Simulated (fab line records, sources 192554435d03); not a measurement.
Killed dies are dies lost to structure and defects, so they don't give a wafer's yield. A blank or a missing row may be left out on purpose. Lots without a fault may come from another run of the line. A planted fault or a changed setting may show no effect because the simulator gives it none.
fab line records | flow n5_finfet
record lots=24 wafers=72 last_day=18
route steps=1938 shown BEOL_M7@1264
lots that met no fault: from a run of the same line without faults
start_h: hours from the record's first day to the start of the lot's first wafer shown | wait_h: hours since the lot's step before | " the same as in the row above | L1.1+2: a row that stands for several wafers | - no value, or no start given | * or withheld: withheld | < > ~ a bound
route shown NAME@n: a module of which the file shows steps, and the number in the route of the first | usual: mean/standard deviation of fault-free wafers | same: alike in all rows | chamber/n: place in a boat | sites: the reading at each site | _std_site: their standard deviation | _edge_site: outer sites' mean less inner sites' | radius_mm: how far each site lies from the wafer's centre | mask NAME#n: copy n | behind: the tool/chamber that last shaped the wafer | hold: why the lot was held/for how many hours/how that ended | device: the transistor (n, p or np) that didn't switch | end of line: the same wafers' tests at the end of the route | a step without rows: its recipe alone | killed: dies lost to structure and defects at the first sort, not the wafer's yield | map: a wafer's dies, x killed, . not, _ none there
set.NAME: the setting as run; set.NAME@STEP: as run at that earlier step | model.NAME: the simulator's own value behind a step, which no gauge read
steps of the route over a sample of lots; a table a step, a row a wafer
services: from which hour (start_h, from the record's first day; less than 0 if before it) a tool's chamber was out of use, for how many hours, and why
## steps
# step N5_BEOL_M7_CURE_74
# recipe temp_c=385 time_s=240 ambient=He/Ar material=SiCOH_lowk
# usual lamp_power_pct=52.30/0.052 wafer_temp_C_max=387.0/0.69
# columns lot.wafer tool chamber start_h wait_h lamp_power_pct wafer_temp_C_max
L075.3 uv_cure-03 0 179.51 0.2 52.30 387.7
L075.4 " 0 " " 52.30 387.9
L075.6 " 0 " " 52.36 387.7
L076.2 uv_cure-01 0 182.40 0.1 52.32 386.3
L076.4 " 0 " " 52.22 387.3
L076.5 " 0 " " 52.22 386.9
L074.1 uv_cure-03 2 182.57 0.2 52.24 385.9
L074.2 " 2 " " 52.21 386.5
L074.3 " 2 " " 52.27 386.3
L077.3 uv_cure-03 0 194.70 0.2 52.23 387.1
L077.4 " 0 " " 52.40 387.5
L077.6 " 0 " " 52.29 387.6
L078.2 uv_cure-02 1 201.42 0.1 52.29 386.2
L078.4 " 1 " " 52.27 386.2
L078.6 " 1 " " 52.30 386.4
L079.3 uv_cure-03 1 204.20 0.2 52.34 387.9
L079.4 " 1 " " 52.42 388.6
L079.5 " 1 " " 52.31 387.4
L082.1 uv_cure-02 2 264.40 0.1 52.28 386.6
L082.5 " 2 " " 52.32 386.8
L082.6 " 2 " " 52.23 386.4
L080.2 uv_cure-03 2 265.97 0.1 52.36 386.7
L080.3 " 2 " " 52.32 386.6
L080.4 " 2 " " 52.34 386.3
L085.4 uv_cure-02 0 273.56 0.3 52.29 386.1
L085.5 " 0 " " 52.28 385.9
L085.6 " 0 " " 52.34 386.3
L083.2 uv_cure-02 0 276.11 0.1 52.24 387.2
L083.3 " 0 " " 52.19 387.2
L083.4 " 0 " " 52.30 386.6
L086.1 uv_cure-03 1 280.36 0.0 52.26 388.5
L086.3 " 1 " " 52.36 388.2
L086.4 " 1 " " 52.37 387.4
L084.1 uv_cure-03 1 281.16 0.0 52.24 388.0
L084.2 " 1 " " 52.34 387.7
L084.4 " 1 " " 52.22 387.1
L087.3 uv_cure-01 0 283.84 0.2 52.36 386.4
L087.5 " 0 " " 52.31 386.1
L087.6 " 0 " " 52.28 387.2
L088.3 uv_cure-02 0 284.16 0.2 52.25 386.4
L088.5 " 0 " " 52.33 387.0
L088.6 " 0 " " 52.28 386.4
L090.1 uv_cure-01 1 287.23 0.0 52.25 386.8
L090.4 " 1 " " 52.24 387.0
L090.6 " 1 " " 52.33 386.4
L089.3 uv_cure-03 1 288.56 0.2 52.23 386.8
L089.5 " 1 " " 52.23 387.2
L089.6 " 1 " " 52.33 387.8
L091.1 uv_cure-02 2 296.95 0.0 52.39 386.3
L091.3 " 2 " " 52.35 386.4
L091.5 " 2 " " 52.32 386.8
L092.2 uv_cure-03 0 298.28 0.1 52.23 387.5
L092.4 " 0 " " 52.31 388.3
L092.5 " 0 " " 52.23 386.9
L093.2 uv_cure-01 1 311.33 0.1 52.24 385.9
L093.3 " 1 " " 52.24 386.9
L093.4 " 1 " " 52.27 386.2
L094.2 uv_cure-03 1 317.26 0.1 52.29 387.6
L094.4 " 1 " " 52.32 388.0
L094.5 " 1 " " 52.34 387.7
L095.2 uv_cure-01 0 320.93 0.4 52.38 386.0
L095.5 " 0 " " 52.29 387.6
L095.6 " 0 " " 52.23 387.0
L096.2 uv_cure-02 0 330.27 0.1 52.32 386.2
L096.3 " 0 " " 52.30 386.2
L096.5 " 0 " " 52.32 386.6
L081.1 uv_cure-02 0 335.52 0.1 52.31 386.7
L081.4 " 0 " " 52.29 386.7
L081.5 " 0 " " 52.27 386.1
L097.2 uv_cure-03 1 341.30 0.1 52.28 387.5
L097.3 " 1 " " 52.27 387.8
L097.5 " 1 " " 52.34 387.9
# step N5_BEOL_M7_INSPECT_13
# recipe mode=adi inspect_instrument=brightfield
# usual raw_defect_count=429/100
# columns lot.wafer tool chamber start_h wait_h raw_defect_count
L075.3 defect_inspect-01 - 180.43 0.0 334
L075.4 " - " " 416
L075.6 " - " " 464
L076.2 defect_inspect-02 - 183.38 0.0 530
L076.4 " - " " 424
L076.5 " - " " 512
L074.1 defect_inspect-02 - 183.93 0.0 440
L074.2 " - " " 249
L074.3 " - " " 231
L077.3 defect_inspect-02 - 196.07 0.0 484
L077.4 " - " " 447
L077.6 " - " " 436
L078.2 defect_inspect-02 - 202.38 0.0 575
L078.4 " - " " 498
L078.6 " - " " 361
L079.3 defect_inspect-02 - 205.20 0.0 295
L079.4 " - " " 372
L079.5 " - " " 350
L082.1 defect_inspect-01 - 265.74 0.0 343
L082.5 " - " " 363
L082.6 " - " " 368
L080.2 defect_inspect-01 - 269.32 0.0 498
L080.3 " - " " 437
L080.4 " - " " 489
L085.4 defect_inspect-01 - 274.67 0.0 362
L085.5 " - " " 438
L085.6 " - " " 359
L083.2 defect_inspect-02 - 279.17 0.0 292
L083.3 " - " " 366
L083.4 " - " " 367
L086.1 defect_inspect-02 - 283.03 0.0 540
L086.3 " - " " 658
L086.4 " - " " 641
L084.1 defect_inspect-01 - 283.09 0.0 362
L084.2 " - " " 442
L084.4 " - " " 326
L087.3 defect_inspect-01 - 285.20 0.0 510
L087.5 " - " " 403
L087.6 " - " " 420
L088.3 defect_inspect-01 - 285.37 0.0 482
L088.5 " - " " 415
L088.6 " - " " 441
L090.1 defect_inspect-01 - 290.17 0.0 506
L090.4 " - " " 722
L090.6 " - " " 406
L089.3 defect_inspect-02 - 290.43 0.0 445
L089.5 " - " " 561
L089.6 " - " " 360
L091.1 defect_inspect-01 - 299.95 0.0 499
L091.3 " - " " 544
L091.5 " - " " 394
L092.2 defect_inspect-02 - 300.28 0.0 441
L092.4 " - " " 355
L092.5 " - " " 483
L093.2 defect_inspect-02 - 312.43 0.0 724
L093.3 " - " " 549
L093.4 " - " " 552
L094.2 defect_inspect-01 - 318.78 0.0 322
L094.4 " - " " 407
L094.5 " - " " 301
L095.2 defect_inspect-01 - 322.74 0.0 409
L095.5 " - " " 297
L095.6 " - " " 331
L096.2 defect_inspect-02 - 334.14 0.0 338
L096.3 " - " " 404
L096.5 " - " " 338
L081.1 defect_inspect-01 - 338.37 0.0 362
L081.4 " - " " 377
L081.5 " - " " 359
L097.2 defect_inspect-02 - 343.44 0.0 412
L097.3 " - " " 459
L097.5 " - " " 547
# step N5_BEOL_M7_CD_MEAS_28
# recipe target_cd_nm=40 landing_energy_ev=500 detector=se_inlens
# usual cd_nm=39.96/0.26
# columns lot.wafer tool chamber start_h wait_h cd_nm
L075.3 cd_sem-02 0 181.23 - 40.11
L075.4 " 0 " " 40.15
L075.6 " 0 " " 39.80
L076.2 cd_sem-02 0 184.32 - 39.56
L076.4 " 0 " " 39.91
L076.5 " 0 " " 40.12
L074.1 cd_sem-03 0 185.87 - 39.76
L074.2 " 0 " " 39.75
L074.3 " 0 " " 39.71
L077.3 cd_sem-03 0 197.39 - 40.24
L077.4 " 0 " " 39.87
L077.6 " 0 " " 39.92
L078.2 cd_sem-01 0 203.40 - 39.47
L078.4 " 0 " " 39.82
L078.6 " 0 " " 39.60
L079.3 cd_sem-02 0 206.21 - 40.08
L079.4 " 0 " " 39.94
L079.5 " 0 " " 40.17
L082.1 cd_sem-03 0 272.88 - 40.29
L082.5 " 0 " " 40.16
L082.6 " 0 " " 40.29
L080.2 cd_sem-01 0 275.47 - 39.99
L080.3 " 0 " " 40.19
L080.4 " 0 " " 39.92
L085.4 cd_sem-02 0 275.97 - 39.90
L085.5 " 0 " " 39.75
L085.6 " 0 " " 39.69
L083.2 cd_sem-02 0 282.11 - 40.30
L083.3 " 0 " " 40.41
L083.4 " 0 " " 40.54
L086.1 cd_sem-01 0 284.21 - 39.69
L086.3 " 0 " " 39.70
L086.4 " 0 " " 40.00
L084.1 cd_sem-02 0 284.44 - 40.16
L084.2 " 0 " " 40.01
L084.4 " 0 " " 40.20
L087.3 cd_sem-02 0 288.96 - 39.92
L087.5 " 0 " " 39.90
L087.6 " 0 " " 39.80
L088.3 cd_sem-02 0 289.13 - 40.32
L088.5 " 0 " " 40.35
L088.6 " 0 " " 40.46
L090.1 cd_sem-03 0 292.99 - 39.69
L090.4 " 0 " " 40.05
L090.6 " 0 " " 40.05
L089.3 cd_sem-03 0 293.17 - 39.77
L089.5 " 0 " " 39.63
L089.6 " 0 " " 39.98
L091.1 cd_sem-03 0 301.73 - 39.93
L091.3 " 0 " " 40.21
L091.5 " 0 " " 40.63
L092.2 cd_sem-02 0 301.92 - 39.67
L092.4 " 0 " " 39.50
L092.5 " 0 " " 39.68
L093.2 cd_sem-03 0 313.45 - 39.56
L093.3 " 0 " " 39.86
L093.4 " 0 " " 40.20
L094.2 cd_sem-02 0 320.31 - 39.84
L094.4 " 0 " " 39.98
L094.5 " 0 " " 40.44
L095.2 cd_sem-01 0 324.57 - 39.74
L095.5 " 0 " " 39.91
L095.6 " 0 " " 39.55
L096.2 cd_sem-01 0 337.28 - 39.88
L096.3 " 0 " " 39.94
L096.5 " 0 " " 39.90
L081.1 cd_sem-03 0 341.96 - 40.22
L081.4 " 0 " " 40.15
L081.5 " 0 " " 40.21
L097.2 cd_sem-02 0 346.12 - 39.88
L097.3 " 0 " " 39.90
L097.5 " 0 " " 39.77
# step N5_BEOL_M7_ETCH_65
# recipe chemistry=CF4 target=SiARC target_depth_a=156 mask_material=CAR-EUV time_s=26 ion_energy_ev=80 pressure_mtorr=40 source_w=545 bias_w=36 Ar_flow_sccm=100 cf4_flow_sccm=100 ends=cleared
# usual chamber_pressure_mTorr=40.00/0.035 drypump_motor_current_A=5.7/0.42 etch_rf_on_time_s=25.8/0.6 oes_product_au=0.69/0.078 rf_fwd_power_W=531.8/1.6 rf_vpp_V=184.2/1.2 showerhead_plenum_p_Torr=2.15/0.081 throttle_valve_pct=15.64/0.24
# columns lot.wafer tool chamber start_h wait_h chamber_pressure_mTorr drypump_motor_current_A etch_rf_on_time_s oes_product_au rf_fwd_power_W rf_hours_counter_h rf_vpp_V showerhead_plenum_p_Torr throttle_valve_pct
L075.3 rie_diel-02 3 181.40 0.0 40.02 6.3 26.0 0.65 531.0 129 182.8 1.97 15.61
L075.4 " 0 " " 39.99 5.7 26.0 0.63 530.5 177 185.9 2.21 15.90
L075.6 " 1 " " 40.00 5.8 25.6 0.62 532.3 - 184.1 2.13 15.61
L076.2 rie_diel-02 3 184.50 0.0 40.05 6.3 26.1 0.65 532.6 130 183.2 1.97 15.61
L076.4 " 0 " " 40.01 5.7 26.0 0.63 531.5 178 185.7 2.21 15.91
L076.5 " 1 " " 40.02 5.8 25.5 0.62 532.9 - 184.7 2.13 15.63
L074.1 rie_diel-02 0 186.42 0.0 40.01 5.7 25.9 0.63 531.2 179 186.2 2.21 15.91
L074.2 " 3 " " 40.01 6.3 26.1 0.65 531.5 130 183.0 1.96 15.61
L074.3 " 2 " " 39.97 5.7 25.8 0.78 531.5 34 185.1 2.27 15.53
L077.3 rie_diel-06 3 197.83 0.0 40.06 5.1 24.3 0.84 531.2 10 182.5 2.12 15.50
L077.4 " 0 " " 40.01 5.5 25.4 0.79 533.6 18 183.8 2.11 15.44
L077.6 " 3 " " 40.03 5.1 24.5 0.84 533.2 - 182.8 2.12 15.49
L078.2 rie_diel-01 1 203.58 0.0 39.95 5.2 26.8 0.58 532.2 218 185.3 2.23 15.92
L078.4 " 2 " " 40.06 5.5 25.2 0.62 532.1 219 184.4 2.21 15.85
L078.6 " 3 " " 40.06 6.4 26.5 0.77 532.5 - 184.5 2.18 15.08
L079.3 rie_diel-02 3 206.38 0.0 40.04 6.3 26.0 0.64 529.2 139 182.4 1.96 15.62
L079.4 " 0 " " 39.99 5.7 25.9 0.62 533.7 - 186.1 2.21 15.92
L079.5 " 2 " " 40.01 5.7 25.5 0.77 533.0 - 186.2 2.27 15.52
L082.1 rie_diel-01 3 273.05 0.0 39.95 6.4 26.3 0.73 532.1 34 185.5 2.17 15.14
L082.5 " 3 " " 39.99 6.4 26.3 0.73 530.7 - 184.8 2.17 15.14
L082.6 " 0 " " 40.04 5.9 25.9 0.75 534.9 - 184.3 2.09 15.52
L080.2 rie_diel-01 1 275.64 0.0 39.95 5.2 27.1 0.57 533.0 246 184.1 2.21 15.98
L080.3 " 0 " " 39.98 5.9 26.2 0.75 530.8 16 183.0 2.09 15.52
L080.4 " 2 " " 40.01 5.5 25.8 0.60 533.9 243 184.0 2.20 15.92
L085.4 rie_diel-01 0 276.13 0.0 39.98 5.9 25.9 0.77 533.3 16 184.8 2.09 15.51
L085.5 " 2 " " 40.03 5.5 25.7 0.60 534.9 - 185.0 2.20 15.90
L085.6 " 3 " " 39.98 6.4 26.6 0.72 528.1 - 185.4 2.17 15.14
L083.2 rie_diel-06 2 282.28 0.0 39.93 6.2 25.1 0.59 532.1 245 183.8 2.19 15.54
L083.3 " 0 " " 40.00 5.5 25.3 0.75 529.1 39 184.5 2.10 15.48
L083.4 " 3 " " 39.98 5.1 25.1 0.77 532.1 40 184.1 2.11 15.56
L086.1 rie_diel-01 2 284.38 0.0 39.99 5.5 25.3 0.61 533.0 246 185.3 2.20 15.92
L086.3 " 0 " " 39.98 5.9 25.8 0.77 529.8 19 183.7 2.09 15.54
L086.4 " 1 " " 40.03 5.2 26.8 0.56 534.2 - 185.7 2.21 15.99
L084.1 rie_diel-01 1 284.98 0.0 40.00 5.2 27.4 0.56 529.7 250 183.6 2.21 15.97
L084.2 " 2 " " 39.98 5.5 26.1 0.60 533.2 246 184.3 2.20 15.94
L084.4 " 0 " " 39.96 5.9 26.2 0.76 531.4 - 182.4 2.09 15.53
L087.3 rie_diel-06 1 289.13 0.0 40.03 5.2 25.9 0.66 534.6 104 185.5 2.24 15.89
L087.5 " 1 " " 39.99 5.2 25.8 0.67 531.3 - 183.8 2.24 15.88
L087.6 " 2 " " 39.99 6.2 25.2 0.58 532.6 - 184.2 2.19 15.55
L088.3 rie_diel-01 3 289.30 0.0 39.97 6.4 26.2 0.72 532.6 38 184.7 2.17 15.17
L088.5 " 0 " " 39.95 5.9 25.6 0.76 533.0 - 183.7 2.09 15.52
L088.6 " 3 " " 39.99 6.4 26.4 0.72 528.5 - 183.8 2.17 15.14
L090.1 rie_diel-06 2 293.18 0.0 39.88 6.2 25.2 0.58 532.6 249 184.9 2.19 15.53
L090.4 " 0 " " 40.04 5.5 24.9 0.76 531.8 43 181.5 2.10 15.50
L090.6 " 2 " " 40.05 6.2 24.9 0.58 531.6 - 184.7 2.19 15.55
L089.3 rie_diel-02 2 293.62 0.0 39.94 5.7 26.1 0.74 533.3 51 186.3 2.26 15.55
L089.5 " 3 " " 40.03 6.3 26.3 0.63 529.9 - 182.6 1.96 15.64
L089.6 " 0 " " 39.95 5.7 26.1 0.62 532.2 - 185.2 2.20 15.93
L091.1 rie_diel-06 0 301.90 0.0 40.01 5.5 24.9 0.74 535.5 44 184.0 2.10 15.52
L091.3 " 1 " " 39.99 5.2 25.7 0.67 531.7 107 185.5 2.24 15.87
L091.5 " 0 " " 40.00 5.5 25.3 0.74 533.5 - 184.1 2.10 15.50
L092.2 rie_diel-01 0 302.09 0.0 39.98 5.9 25.7 0.75 532.2 26 184.7 2.09 15.54
L092.4 " 3 " " 40.09 6.4 26.2 0.72 530.2 - 185.0 2.17 15.17
L092.5 " 0 " " 39.97 5.9 25.8 0.75 528.1 - 183.0 2.09 15.55
L093.2 rie_diel-06 0 313.87 0.0 39.98 5.5 25.1 0.74 529.6 49 183.3 2.10 15.52
L093.3 " 1 " " 40.04 5.2 25.5 0.66 532.9 112 183.7 2.24 15.89
L093.4 " 1 " " 39.97 5.2 25.6 0.66 533.9 - 183.6 2.24 15.90
L094.2 rie_diel-06 0 320.49 0.0 40.01 5.5 25.1 0.74 532.4 52 181.7 2.10 15.51
L094.4 " 0 " " 40.08 5.5 25.2 0.74 532.5 - 183.0 2.10 15.53
L094.5 " 1 " " 40.00 5.2 25.4 0.66 533.5 - 186.1 2.24 15.89
L095.2 rie_diel-01 3 324.74 0.0 40.01 6.4 25.9 0.71 533.7 53 186.2 2.17 15.20
L095.5 " 0 " " 39.96 5.9 25.7 0.74 530.1 - 183.0 2.09 15.56
L095.6 " 3 " " 39.95 6.4 26.3 0.71 532.0 - 184.7 2.17 15.20
L096.2 rie_diel-02 3 337.45 0.0 39.98 6.3 26.2 0.63 532.7 160 180.2 1.96 15.66
L096.3 " 2 " " 40.02 5.7 25.8 0.74 534.5 59 186.0 2.26 15.59
L096.5 " 3 " " 39.98 6.3 26.1 0.63 531.5 - 180.9 1.96 15.66
L081.1 rie_diel-01 0 342.21 0.0 40.04 5.9 26.2 0.72 531.1 40 183.5 2.08 15.57
L081.4 " 1 " " 40.01 5.2 27.1 0.81 532.1 11 183.9 2.21 15.51
L081.5 " 2 " " 39.94 5.5 24.8 0.84 533.3 - 184.9 2.19 15.49
L097.2 rie_diel-02 2 347.17 0.0 39.99 5.8 25.6 0.74 531.6 63 186.3 2.26 15.57
L097.3 " 3 " " 40.00 6.3 26.0 0.63 531.6 163 182.5 1.95 15.67
L097.5 " 3 " " 39.93 6.3 26.0 0.63 533.5 - 183.3 1.95 15.68
# step N5_BEOL_M7_DEGAS_44
# recipe ambient=vacuum temp_c=250 time_s=60
# usual heater_power_w=350/54
# columns lot.wafer tool chamber start_h wait_h heater_power_w
L075.3 pvd_sputter-03 - 182.32 0.2 266
L075.4 " - " " 385
L075.6 " - " " 409
L076.2 pvd_sputter-03 - 185.40 0.2 390
L076.4 " - " " 336
L076.5 " - " " 335
L074.1 pvd_sputter-01 - 187.55 0.3 326
L074.2 " - " " 325
L074.3 " - " " 351
L077.3 pvd_sputter-02 - 198.73 0.2 461
L077.4 " - " " 315
L077.6 " - " " 353
L078.2 pvd_sputter-01 - 204.74 0.2 342
L078.4 " - " " 333
L078.6 " - " " 328
L079.3 pvd_sputter-01 - 207.28 0.2 346
L079.4 " - " " 364
L079.5 " - " " 342
L082.1 pvd_sputter-02 - 273.99 0.3 456
L082.5 " - " " 320
L082.6 " - " " 469
L080.2 pvd_sputter-02 - 276.54 0.2 325
L080.3 " - " " 462
L080.4 " - " " 352
L085.4 pvd_sputter-02 - 278.58 1.7 465
L085.5 " - " " 459
L085.6 " - " " 365
L083.2 pvd_sputter-01 - 283.18 0.2 320
L083.3 " - " " 339
L083.4 " - " " 351
L086.1 pvd_sputter-03 - 285.32 0.3 268
L086.3 " - " " 333
L086.4 " - " " 416
L084.1 pvd_sputter-02 - 286.01 0.3 326
L084.2 " - " " 276
L084.4 " - " " 361
L087.3 pvd_sputter-01 - 290.10 0.3 345
L087.5 " - " " 331
L087.6 " - " " 321
L088.3 pvd_sputter-03 - 290.20 0.2 383
L088.5 " - " " 380
L088.6 " - " " 271
L090.1 pvd_sputter-03 - 294.13 0.3 328
L090.4 " - " " 377
L090.6 " - " " 409
L089.3 pvd_sputter-02 - 295.77 1.4 452
L089.5 " - " " 283
L089.6 " - " " 315
L091.1 pvd_sputter-02 - 302.89 0.3 356
L091.3 " - " " 461
L091.5 " - " " 314
L092.2 pvd_sputter-03 - 303.40 0.4 344
L092.4 " - " " 379
L092.5 " - " " 394
L093.2 pvd_sputter-02 - 315.00 0.3 327
L093.3 " - " " 470
L093.4 " - " " 269
L094.2 pvd_sputter-01 - 321.71 0.4 342
L094.4 " - " " 344
L094.5 " - " " 320
L095.2 pvd_sputter-02 - 325.94 0.5 452
L095.5 " - " " 468
L095.6 " - " " 355
L096.2 pvd_sputter-01 - 338.39 0.3 347
L096.3 " - " " 326
L096.5 " - " " 369
L081.1 pvd_sputter-02 - 343.64 0.8 447
L081.4 " - " " 284
L081.5 " - " " 319
L097.2 pvd_sputter-03 - 349.14 1.3 383
L097.3 " - " " 273
L097.5 " - " " 336
# step N5_BEOL_M7_ANNEAL_51
# recipe temp_c=225 time_s=90 ambient=N2
# usual wafer_temp_C_max=226.0/0.53
# columns lot.wafer tool chamber start_h wait_h wafer_temp_C_max
L075.3 rtp_anneal-02 0 183.17 0.1 225.5
L075.4 " 0 " " 225.4
L075.6 " 0 " " 225.6
L076.2 rtp_anneal-01 0 186.42 0.1 226.7
L076.4 " 0 " " 226.6
L076.5 " 0 " " 226.4
L074.1 rtp_anneal-02 0 188.35 0.1 225.9
L074.2 " 0 " " 225.5
L074.3 " 0 " " 225.8
L077.3 rtp_anneal-02 0 199.71 0.3 225.7
L077.4 " 0 " " 225.7
L077.6 " 0 " " 225.7
L078.2 rtp_anneal-02 0 205.91 0.4 225.7
L078.4 " 0 " " 225.7
L078.6 " 0 " " 225.4
L079.3 rtp_anneal-02 0 208.15 0.1 225.8
L079.4 " 0 " " 225.7
L079.5 " 0 " " 225.2
L082.1 rtp_anneal-01 0 275.29 0.1 226.4
L082.5 " 0 " " 226.4
L082.6 " 0 " " 226.6
L080.2 rtp_anneal-02 0 278.91 0.1 225.9
L080.3 " 0 " " 225.5
L080.4 " 0 " " 225.5
L085.4 rtp_anneal-01 0 279.70 0.3 226.3
L085.5 " 0 " " 226.5
L085.6 " 0 " " 226.5
L083.2 rtp_anneal-02 0 284.63 0.2 225.6
L083.3 " 0 " " 225.7
L083.4 " 0 " " 225.6
L086.1 rtp_anneal-01 0 286.30 0.1 226.1
L086.3 " 0 " " 227.0
L086.4 " 0 " " 226.8
L084.1 rtp_anneal-01 0 288.00 0.3 226.4
L084.2 " 0 " " 226.3
L084.4 " 0 " " 226.1
L087.3 rtp_anneal-01 0 291.98 0.3 226.2
L087.5 " 0 " " 225.8
L087.6 " 0 " " 226.5
L088.3 rtp_anneal-01 0 292.25 0.5 226.8
L088.5 " 0 " " 226.0
L088.6 " 0 " " 226.5
L090.1 rtp_anneal-02 0 296.02 0.4 225.2
L090.4 " 0 " " 225.7
L090.6 " 0 " " 225.5
L089.3 rtp_anneal-02 0 296.94 0.2 225.5
L089.5 " 0 " " 225.7
L089.6 " 0 " " 225.7
L091.1 rtp_anneal-01 0 304.12 0.5 226.2
L091.3 " 0 " " 226.4
L091.5 " 0 " " 227.4
L092.2 rtp_anneal-02 0 306.15 0.4 225.4
L092.4 " 0 " " 225.5
L092.5 " 0 " " 225.8
L093.2 rtp_anneal-02 0 316.64 0.7 225.4
L093.3 " 0 " " 225.9
L093.4 " 0 " " 225.6
L094.2 rtp_anneal-01 0 322.71 0.2 226.3
L094.4 " 0 " " 227.4
L094.5 " 0 " " 226.4
L095.2 rtp_anneal-02 0 328.70 0.1 225.4
L095.5 " 0 " " 225.7
L095.6 " 0 " " 225.5
L096.2 rtp_anneal-01 0 339.67 0.2 227.1
L096.3 " 0 " " 226.5
L096.5 " 0 " " 226.8
L081.1 rtp_anneal-01 0 345.99 0.1 227.3
L081.4 " 0 " " 226.5
L081.5 " 0 " " 226.7
L097.2 rtp_anneal-02 0 350.86 0.8 225.5
L097.3 " 0 " " 225.4
L097.5 " 0 " " 225.3
## services
# columns tool chamber start_h hours kind
rie_diel-01 3 156.65 - clean
rie_diel-01 3 156.65 - consumable_replace:focus_ring
rie_diel-01 3 156.65 21.4 scheduled_down
rie_diel-01 3 156.65 21.4 vent_cycle
uv_cure-01 - 188.15 9.1 repair
rie_diel-02 1 196.13 24.9 repair
pvd_sputter-01 - 200.17 1.1 repair
uv_cure-02 - 202.12 7.5 pm
uv_cure-01 - 208.53 7.5 pm
rie_diel-01 0 211.47 - clean
rie_diel-01 0 211.47 - consumable_replace:focus_ring
rie_diel-01 0 211.47 18.4 scheduled_down
rie_diel-01 0 211.47 18.4 vent_cycle
rie_diel-01 2 218.89 6.3 repair
rie_diel-06 2 227.39 4.3 repair
uv_cure-01 - 236.77 2.1 pm
rie_diel-06 1 244.69 4.1 repair
uv_cure-01 - 262.11 5.0 pm
rie_diel-01 3 282.73 4.1 repair
rie_diel-01 1 286.82 - clean
rie_diel-01 1 286.82 - consumable_replace:focus_ring
rie_diel-01 1 286.82 26.8 scheduled_down
rie_diel-01 0 304.06 1.6 repair
rie_diel-06 - 331.06 0.5 repair
## key
fault none
